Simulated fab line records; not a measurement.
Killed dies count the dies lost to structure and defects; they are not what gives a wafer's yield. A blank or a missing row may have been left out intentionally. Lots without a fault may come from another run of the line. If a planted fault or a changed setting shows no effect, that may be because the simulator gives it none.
Chamber matching	flow n5_finfet	4 sister chambers for N5_BEOL_M9_VIA_ETCH_34 on rie_diel-01
The step etches SiCOH lowk in C4F6/O2, target depth 182.4 nm, time 68.4 s. 4 wafers are shown with their chamber, then 10 later ones without.

## WAFERS, EACH WITH ITS CHAMBER
wafer	chamber	rf_vpp_V (V)
L088.5	2	687
L095.6	1	672
L094.3	3	670
L094.4	0	695

## WAFERS MISSING THEIR CHAMBER
wafer	rf_vpp_V (V)
L094.5	674
L089.3	672
L089.5	694
L089.6	671
L087.1	671
L087.2	689
L087.3	669
L086.3	687
L086.4	672
L086.5	668

## THE CHAMBER EACH PASSED THROUGH
wafer	from the rows above	in truth
L094.5	can't be placed: 1 or 3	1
L089.3	can't be placed: 1 or 3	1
L089.5	0	0
L089.6	can't be placed: 1 or 3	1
L087.1	can't be placed: 1 or 3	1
L087.2	2	2
L087.3	can't be placed: 3 or 1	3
L086.3	2	2
L086.4	can't be placed: 1 or 3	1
L086.5	can't be placed: 3 or 1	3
Correct placement for 3 of the 10. These rows do not allow placing 7 (true chamber among the candidates in 7). Placed wrongly: 0.
How it was worked out, from the rows above alone: a wafer's distance from a chamber is the root of the sum, over the readings, of the square of ((its reading less the chamber's mean) divided by the reading's scatter). If the next closest chamber is less than 2 further off than the closest, the wafer can't be placed; otherwise it belongs to the closest. For every chamber, the mean is computed from those of its wafers that are shown. The scatter: root of mean squared gap, hidden wafer to nearest shown wafer, with one shown wafer a chamber.
